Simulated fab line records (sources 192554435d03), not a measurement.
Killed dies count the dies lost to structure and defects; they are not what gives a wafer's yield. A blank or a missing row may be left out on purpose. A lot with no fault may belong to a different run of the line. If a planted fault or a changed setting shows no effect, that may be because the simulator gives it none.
The tool behind it: which one? :: flow n5 finfet :: 9 lots with 27 wafers sampled at 6 steps, on a route of 1938 steps

== WHAT THE GAUGES SHOWED, per wafer ==
N5_HKMG_FIN_OVL_MEAS_13. Usual: NWFM_OVL -0.2 nm, standard deviation 0.84.
lot: L409
measured: day 4 05:14
on: overlay-01
NWFM_OVL (nm): -1.1 -0.7 -1.8
flag: 

lot: L411
measured: day 4 16:30
on: overlay-01
NWFM_OVL (nm): 0.6 -0.4 0.6
flag: 

lot: L414
measured: day 5 10:23
on: overlay-02
NWFM_OVL (nm): -1.9 -1.7 -0.6
flag: 

lot: L416
measured: day 5 21:52
on: overlay-01
NWFM_OVL (nm): 0.3 -0.7 0.8
flag: 

lot: L423
measured: day 7 16:50
on: overlay-01
NWFM_OVL (nm): -0.7 -0.1 -1.4
flag: 

lot: L426
measured: day 8 11:23
on: overlay-02
NWFM_OVL (nm): 0.0 0.7 0.5
flag: 

lot: L429
measured: day 9 02:29
on: overlay-02
NWFM_OVL (nm): 0.5 1.2 -0.3
flag: 

lot: L430
measured: day 9 06:36
on: overlay-02
NWFM_OVL (nm): 0.0 0.3 0.0
flag: 

lot: L431
measured: day 9 18:13
on: overlay-01
NWFM_OVL (nm): -0.2 -0.6 0.2
flag: 

N5_HKMG_FIN_INSPECT_14: inspects for defects (macro). Usual: raw defect count 2.1, standard deviation 1.3.
lot: L409
measured: day 4 05:15
on: defect inspect-01
raw defect count: 1 1 0
flag: 

lot: L411
measured: day 4 16:31
on: defect inspect-02
raw defect count: 3 2 2
flag: 

lot: L414
measured: day 5 10:25
on: defect inspect-02
raw defect count: 0 2 3
flag: 

lot: L416
measured: day 5 21:53
on: defect inspect-01
raw defect count: 1 2 4
flag: 

lot: L423
measured: day 7 16:52
on: defect inspect-02
raw defect count: >300 >300 >300
flag: OFF

lot: L426
measured: day 8 11:25
on: defect inspect-02
raw defect count: >300 >300 >300
flag: OFF

lot: L429
measured: day 9 02:31
on: defect inspect-01
raw defect count: 4 1 1
flag: 

lot: L430
measured: day 9 06:37
on: defect inspect-01
raw defect count: 1 1 2
flag: 

lot: L431
measured: day 9 18:14
on: defect inspect-01
raw defect count: 2 3 3
flag: 

N5_BEOL_M4_RC_MEAS_101. Usual: DIBL_N 36.3 mV/V, standard deviation 1.8; DIBL_P 36.5 mV/V, standard deviation 2.1; IOFF_N 0.16 nA/um, standard deviation 0.031; IOFF_P 0.22 nA/um, standard deviation 0.038; ION_N 677 uA/um, standard deviation 12; ION_P 466 uA/um, standard deviation 7.8; SS_N 71.5 mV/dec, standard deviation 0.61; SS_P 73.2 mV/dec, standard deviation 0.7; VT_N 249 mV, standard deviation 3; VT_P -248.9 mV, standard deviation 3.
lot: L409
measured: day 8 19:02
on: prober-02
DIBL_N (mV/V): 34.6 36.4 34.8
DIBL_P (mV/V): 35.1 37.0 34.2
IOFF_N (nA/um): 0.14 0.17 0.13
IOFF_P (nA/um): 0.22 0.24 0.21
ION_N (uA/um): 676 682 662
ION_P (uA/um): 472 474 464
SS_N (mV/dec): 71.2 70.5 71.4
SS_P (mV/dec): 73.5 73.3 72.3
VT_N (mV): 251 246 252
VT_P (mV): -245.7 -246.0 -249.5
flag: 

lot: L411
measured: day 9 08:14
on: prober-02
DIBL_N (mV/V): 38.2 36.2 39.2
DIBL_P (mV/V): 38.6 36.3 38.9
IOFF_N (nA/um): 0.20 0.17 0.22
IOFF_P (nA/um): 0.24 0.20 0.27
ION_N (uA/um): 693 688 691
ION_P (uA/um): 464 462 466
SS_N (mV/dec): 72.0 71.4 72.4
SS_P (mV/dec): 73.6 72.0 73.8
VT_N (mV): 247 250 244
VT_P (mV): -246.9 -250.2 -246.2
flag: 

lot: L414
measured: day 10 15:43
on: prober-01
DIBL_N (mV/V): 38.0 38.9 37.6
DIBL_P (mV/V): 38.8 39.3 37.4
IOFF_N (nA/um): 0.20 0.21 0.17
IOFF_P (nA/um): 0.24 0.25 0.22
ION_N (uA/um): 697 705 679
ION_P (uA/um): 470 468 458
SS_N (mV/dec): 72.1 71.5 71.4
SS_P (mV/dec): 74.1 74.0 74.1
VT_N (mV): 246 246 249
VT_P (mV): -249.7 -250.0 -252.2
flag: 

lot: L416
measured: day 10 01:01
on: prober-02
DIBL_N (mV/V): 35.5 34.6 39.3
DIBL_P (mV/V): 37.0 35.8 42.0
IOFF_N (nA/um): 0.17 0.15 0.28
IOFF_P (nA/um): 0.27 0.24 0.38
ION_N (uA/um): 689 687 708
ION_P (uA/um): 478 480 488
SS_N (mV/dec): 71.1 71.0 72.2
SS_P (mV/dec): 73.5 72.2 73.6
VT_N (mV): 246 249 238
VT_P (mV): -243.1 -246.4 -240.6
flag: 

lot: L423
measured: day 12 03:03
on: prober-02
DIBL_N (mV/V): 36.2 35.5 39.4
DIBL_P (mV/V): 36.2 36.1 40.5
IOFF_N (nA/um): 0.15 0.15 0.21
IOFF_P (nA/um): 0.23 0.22 0.32
ION_N (uA/um): 666 679 687
ION_P (uA/um): 464 474 479
SS_N (mV/dec): 71.3 71.7 71.9
SS_P (mV/dec): 73.1 73.5 73.8
VT_N (mV): 252 247 244
VT_P (mV): -248.3 -250.4 -243.2
flag: 

lot: L426
measured: day 12 17:38
on: prober-01
DIBL_N (mV/V): 35.2 35.4 36.0
DIBL_P (mV/V): 34.0 34.4 35.0
IOFF_N (nA/um): 0.14 0.14 0.16
IOFF_P (nA/um): 0.20 0.20 0.22
ION_N (uA/um): 668 670 685
ION_P (uA/um): 466 470 478
SS_N (mV/dec): 71.4 70.9 71.8
SS_P (mV/dec): 72.5 72.0 72.4
VT_N (mV): 251 250 248
VT_P (mV): -248.6 -248.9 -248.1
flag: 

lot: L429
measured: day 13 12:35
on: prober-02
DIBL_N (mV/V): 33.1 34.5 35.5
DIBL_P (mV/V): 33.0 34.4 35.7
IOFF_N (nA/um): 0.12 0.14 0.16
IOFF_P (nA/um): 0.19 0.21 0.23
ION_N (uA/um): 661 685 669
ION_P (uA/um): 466 470 469
SS_N (mV/dec): 70.7 70.8 70.9
SS_P (mV/dec): 71.9 73.4 72.7
VT_N (mV): 255 251 248
VT_P (mV): -247.7 -247.6 -248.0
flag: 

lot: L430
measured: day 13 19:41
on: prober-02
DIBL_N (mV/V): 32.2 32.5 33.8
DIBL_P (mV/V): 32.2 32.5 33.8
IOFF_N (nA/um): 0.10 0.11 0.12
IOFF_P (nA/um): 0.15 0.15 0.17
ION_N (uA/um): 641 671 650
ION_P (uA/um): 449 462 453
SS_N (mV/dec): 70.8 70.4 70.7
SS_P (mV/dec): 72.1 72.4 72.5
VT_N (mV): 256 255 253
VT_P (mV): -254.0 -252.8 -252.0
flag: 

lot: L431
measured: day 14 04:28
on: prober-01
DIBL_N (mV/V): 36.1 36.2 36.2
DIBL_P (mV/V): 36.8 36.5 37.3
IOFF_N (nA/um): 0.17 0.16 0.16
IOFF_P (nA/um): 0.23 0.23 0.25
ION_N (uA/um): 682 682 683
ION_P (uA/um): 469 475 467
SS_N (mV/dec): 71.8 71.7 71.4
SS_P (mV/dec): 73.2 72.9 73.1
VT_N (mV): 248 248 249
VT_P (mV): -249.1 -246.7 -244.5
flag: 

== WHAT TOOL EACH LOT RAN ON (gives the tool, then ch and the chambers of the sampled wafers, and finally the start) ==
lot: L409
N5_HKMG_FIN_WET_ETCH_77: wet bench-02 ch 4,6,7, day 4 03:10
N5_HKMG_FIN_ALD_79: ald metal-02 ch 0,1,2, day 4 03:16
N5_HKMG_FIN_DESCUM_17: rie diel-05 ch 0,3, day 4 05:17

lot: L411
N5_HKMG_FIN_WET_ETCH_77: wet bench-04 ch 0,1,2, day 4 14:34
N5_HKMG_FIN_ALD_79: ald metal-03 ch 0,3, day 4 14:40
N5_HKMG_FIN_DESCUM_17: rie diel-01 ch 0,1,3, day 4 16:34

lot: L414
N5_HKMG_FIN_WET_ETCH_77: wet bench-06 ch 0,5,6, day 5 08:10
N5_HKMG_FIN_ALD_79: ald metal-03 ch 0,2,3, day 5 08:20
N5_HKMG_FIN_DESCUM_17: rie diel-05 ch 0,2,3, day 5 10:26

lot: L416
N5_HKMG_FIN_WET_ETCH_77: wet bench-04 ch 0,4,7, day 5 19:55
N5_HKMG_FIN_ALD_79: ald metal-02 ch 1,2, day 5 20:01
N5_HKMG_FIN_DESCUM_17: rie diel-01 ch 0,2,3, day 5 22:35

lot: L423
N5_HKMG_FIN_WET_ETCH_77: wet bench-04 ch 3,4,7, day 7 14:43
N5_HKMG_FIN_ALD_79: ald metal-01 ch 0,2, day 7 14:49
N5_HKMG_FIN_DESCUM_17: rie diel-01 ch 0,1,2, day 7 16:53

lot: L426
N5_HKMG_FIN_WET_ETCH_77: wet bench-04 ch 1,2,4, day 8 09:00
N5_HKMG_FIN_ALD_79: ald metal-01 ch 0,2,3, day 8 09:11
N5_HKMG_FIN_DESCUM_17: rie diel-02 ch 0,1,2, day 8 12:04

lot: L429
N5_HKMG_FIN_WET_ETCH_77: wet bench-06 ch 4,6,7, day 9 00:25
N5_HKMG_FIN_ALD_79: ald metal-01 ch 0,1,3, day 9 00:31
N5_HKMG_FIN_DESCUM_17: rie diel-05 ch 0,1,2, day 9 02:33

lot: L430
N5_HKMG_FIN_WET_ETCH_77: wet bench-02 ch 1,4,5, day 9 04:33
N5_HKMG_FIN_ALD_79: ald metal-01 ch 0,2,3, day 9 04:39
N5_HKMG_FIN_DESCUM_17: rie diel-02 ch 0,1, day 9 06:39

lot: L431
N5_HKMG_FIN_WET_ETCH_77: wet bench-06 ch 5,6,7, day 9 16:17
N5_HKMG_FIN_ALD_79: ald metal-03 ch 1,2, day 9 16:23
N5_HKMG_FIN_DESCUM_17: rie diel-01 ch 1,2,3, day 9 18:16
- N5_HKMG_FIN_WET_ETCH_77: etches La2O3 in dHCl, stops on HfO2, target depth 2 nm.
- N5_HKMG_FIN_ALD_79: deposits TiN, target thk 1.5 nm, pulse time 1 s, purge time 3 s.
- N5_HKMG_FIN_DESCUM_17: chemistry O2, time 7.9 s.

== WHAT THE TOOLS THEMSELVES READ (means of the sampled wafers that have a number; where no wafer has one, the mark that the record gives instead) ==
N5_HKMG_FIN_ALD_79. Usual: heater power w 898 W, standard deviation 89; precursor pulse height rel 1.000, standard deviation 0.019.
lot: L409
tool: ald metal-02
heater power w (W): 895
precursor pulse height rel: 1.003
flag: 

lot: L411
tool: ald metal-03
heater power w (W): 919
precursor pulse height rel: 1.014
flag: 

lot: L414
tool: ald metal-03
heater power w (W): 961
precursor pulse height rel: 0.997
flag: 

lot: L416
tool: ald metal-02
heater power w (W): 930
precursor pulse height rel: 0.984
flag: 

lot: L423
tool: ald metal-01
heater power w (W): 926
precursor pulse height rel: 0.997
flag: 

lot: L426
tool: ald metal-01
heater power w (W): 907
precursor pulse height rel: 1.000
flag: 

lot: L429
tool: ald metal-01
heater power w (W): 830
precursor pulse height rel: 0.997
flag: 

lot: L430
tool: ald metal-01
heater power w (W): 879
precursor pulse height rel: 1.014
flag: 

lot: L431
tool: ald metal-03
heater power w (W): 891
precursor pulse height rel: 1.025
flag: 

N5_HKMG_FIN_DESCUM_17. Usual: chamber pressure mTorr 20.000 mTorr, standard deviation 0.017; drypump motor current A 5.9 A, standard deviation 0.58; oes product au 0.78 a.u., standard deviation 0.079; rf vpp V 243.6 V, standard deviation 1.5; showerhead plenum p Torr 2.11 Torr, standard deviation 0.082; throttle valve pct 20.34 %, standard deviation 0.28.
lot: L409
tool: rie diel-05
chamber pressure mTorr (mTorr): 19.995
drypump motor current A (A): 5.8
oes product au (a.u.): 0.71
rf vpp V (V): 243.8
showerhead plenum p Torr (Torr): 2.12
throttle valve pct (%): 20.64
flag: 

lot: L411
tool: rie diel-01
chamber pressure mTorr (mTorr): 20.022
drypump motor current A (A): 6.0
oes product au (a.u.): 0.84
rf vpp V (V): 243.5
showerhead plenum p Torr (Torr): 2.11
throttle valve pct (%): 20.27
flag: 

lot: L414
tool: rie diel-05
chamber pressure mTorr (mTorr): 20.010
drypump motor current A (A): 5.8
oes product au (a.u.): 0.72
rf vpp V (V): 244.6
showerhead plenum p Torr (Torr): 2.12
throttle valve pct (%): 20.61
flag: 

lot: L416
tool: rie diel-01
chamber pressure mTorr (mTorr): 19.994
drypump motor current A (A): 5.6
oes product au (a.u.): 0.79
rf vpp V (V): 242.2
showerhead plenum p Torr (Torr): 2.04
throttle valve pct (%): 20.29
flag: 

lot: L423
tool: rie diel-01
chamber pressure mTorr (mTorr): 20.010
drypump motor current A (A): 5.9
oes product au (a.u.): 0.75
rf vpp V (V): 244.0
showerhead plenum p Torr (Torr): 2.10
throttle valve pct (%): 20.48
flag: 

lot: L426
tool: rie diel-02
chamber pressure mTorr (mTorr): 19.997
drypump motor current A (A): 6.1
oes product au (a.u.): 0.81
rf vpp V (V): 244.1
showerhead plenum p Torr (Torr): 2.15
throttle valve pct (%): 20.12
flag: 

lot: L429
tool: rie diel-05
chamber pressure mTorr (mTorr): 19.986
drypump motor current A (A): 5.9
oes product au (a.u.): 0.70
rf vpp V (V): 243.5
showerhead plenum p Torr (Torr): 2.13
throttle valve pct (%): 20.48
flag: 

lot: L430
tool: rie diel-02
chamber pressure mTorr (mTorr): 20.001
drypump motor current A (A): 6.3
oes product au (a.u.): 0.77
rf vpp V (V): 244.4
showerhead plenum p Torr (Torr): 2.17
throttle valve pct (%): 20.04
flag: 

lot: L431
tool: rie diel-01
chamber pressure mTorr (mTorr): 20.002
drypump motor current A (A): 5.4
oes product au (a.u.): 0.78
rf vpp V (V): 243.1
showerhead plenum p Torr (Torr): 2.07
throttle valve pct (%): 20.31
flag: 

== THE ANSWER, worked out from the rows above alone ==
Rule: take the mean of a lot's wafers that have a number; if it is more than 3 standard deviations from the usual mean, the lot is off. A lot without any number at a reading at which 4 lots or more have one is off too. The other lots that the step has rows for count as sound. First the gauges in route order, then the tools' own readings, where a lot's mean is used as printed above. The first step at which some lot is off is used, and at that step the reading that is off furthest; a lot without a number counts as furthest.
Off at N5_HKMG_FIN_INSPECT_14 (raw defect count): L423, L426. Without a number there: L423, L426.
If a tool, at a process step before that reading, ran all the lots that are off and no sound lot after the first of them, it fits. Those tools and the gauges at N5_HKMG_FIN_INSPECT_14 are tried in the same way. 2 tools fit, wet bench-04 at N5_HKMG_FIN_WET_ETCH_77 and defect inspect-02 at N5_HKMG_FIN_INSPECT_14, so this cannot tell which one it is.

== WHAT THE SIMULATOR HAD PUT IN ==
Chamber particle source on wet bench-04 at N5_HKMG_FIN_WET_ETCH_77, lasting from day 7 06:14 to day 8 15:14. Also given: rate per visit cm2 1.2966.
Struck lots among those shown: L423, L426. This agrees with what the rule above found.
